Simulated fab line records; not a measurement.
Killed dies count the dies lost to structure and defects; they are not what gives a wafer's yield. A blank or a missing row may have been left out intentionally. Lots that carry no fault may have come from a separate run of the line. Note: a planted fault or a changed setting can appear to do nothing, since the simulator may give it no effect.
Chamber matching | flow n5-finfet | cmp-03 running N5_SDB_CMP_30: 4 sister chambers
The step polishes, stops on poly-Si, t overpolish 1.54 s, target thk 30 nm. 4 wafers are shown with their chamber, then 8 later ones without.

## WAFERS, EACH WITH ITS CHAMBER
wafer  | chamber | motor-current-A (A)
L307.2 | 2       | 12.6
L311.6 | 1       | 11.3
L315.2 | 0       | 11.1
L315.4 | 3       | 11.9

## WAFERS WITH NO CHAMBER GIVEN
wafer  | motor-current-A (A)
L324.3 | 11.7
L324.4 | 13.3
L325.2 | 11.6
L325.4 | 13.7
L325.6 | 10.1
L330.2 | 10.6
L330.3 | 11.7
L330.6 | 11.8

## EACH ONE'S CHAMBER
wafer  | from the rows above               | in truth
L324.3 | can't be placed: 3 or 1 or 0 or 2 | 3
L324.4 | can't be placed: 2 or 3           | 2
L325.2 | can't be placed: 1 or 3 or 0 or 2 | 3
L325.4 | can't be placed: 2 or 3           | 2
L325.6 | can't be placed: 0 or 1 or 3      | 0
L330.2 | can't be placed: 0 or 1 or 3      | 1
L330.3 | can't be placed: 3 or 1 or 0 or 2 | 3
L330.6 | can't be placed: 3 or 1 or 0 or 2 | 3
0 of 8 placed correctly. Cannot be placed on the basis of these rows: 8; the candidates contain the true chamber in 8. 0 placed wrongly.
How it was worked out, from the rows above alone: a wafer's distance from a chamber is the root of the sum, over the readings, of the square of ((its reading less the chamber's mean) divided by the reading's scatter). If the next closest chamber is less than 2 further off than the closest, the wafer can't be placed; otherwise it belongs to the closest. The mean given for a chamber averages the wafers shown for that chamber. The scatter: root of mean squared gap, hidden wafer to nearest shown wafer, with one shown wafer a chamber.
